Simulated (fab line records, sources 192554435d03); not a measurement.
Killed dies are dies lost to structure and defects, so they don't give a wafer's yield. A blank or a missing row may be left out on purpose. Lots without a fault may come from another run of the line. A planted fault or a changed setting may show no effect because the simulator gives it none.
Problem report in the 8D (eight disciplines) form, filled by code | flow n5_finfet | the parts of the form that need people (team, actions taken, sign-off) are left out

1. THE PROBLEM
spin_speed_rpm at N5_BEOL_M9_COAT_64 reads a mean of 1573.7 rpm on 6 wafers of 2 lots; wafers without a fault read 1500.0 rpm with a standard deviation of 1.1. That is +67 standard deviations from the usual mean.
The step: time 60 s, resist thk 12 nm.
First seen on wafer L436.2, day 14 10:26, on litho_track-05. The record holds 12 wafers of 4 lots with a number at this step. Rule for "out", or "out of limits": more than 4 standard deviations from the usual mean. The other wafers with a number count as sound.

2. WHAT IT IS AND WHAT IT IS NOT
question                    | is                     | is not
which readings at this step | spin_speed_rpm         | heater_power_total_W, resist_line_temp_C
which lots                  | L435, L436             | L420, L439
which wafers of those lots  | all that have a number | -
read on which tools         | litho_track-05         | litho_track-01
when                        | from day 14 10:26      | up to then (3 sound wafers); but 3 sound wafers of L439 came after

3. SUSPECTS, AND WHAT RULES EACH OUT
Counting: a tool at a process step up to the reading stays a suspect if it ran every lot that is out and no sound lot after the first of them.
- litho_track-05 at N5_BEOL_M9_COAT_64 (time 60 s, resist thk 12 nm): kept. It ran every lot that is out, first L436 (day 14 10:26), and no sound lot after that; its last sound lot up to then is L420 (day 10 04:20). Its own readings are out on those wafers: spin_speed_rpm.
Left after counting: litho_track-05 at N5_BEOL_M9_COAT_64.

4. THE CAUSE (what the simulator had put in)
Process parameter drift: litho_track-05, from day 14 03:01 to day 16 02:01, at N5_BEOL_M9_COAT_64. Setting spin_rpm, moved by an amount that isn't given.
Counting left only this tool.

5. THE CHAIN OF EFFECTS, in route order
Each row: a reading whose mean over the struck wafers that have a number lies more than 3 standard deviations from the usual. Only readings for which the record gives a usual standard deviation are gone through. hours: the time from each lot's start at the first step in this table that gives one to its start at this step, as a median over the lots. sigmas: the change in usual standard deviations.
hours | step               | reading        | usual      | on struck wafers | change | sigmas
0     | N5_BEOL_M9_COAT_64 | spin_speed_rpm | 1500.0 rpm | 1573.7           | +73.7  | +67
The process steps in it:
- N5_BEOL_M9_COAT_64: time 60 s, resist thk 12 nm.

6. WHAT WOULD HAVE CAUGHT IT SOONER
In this record the first reading out of limits was taken at day 14 10:26, 7 hours after the fault began at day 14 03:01.
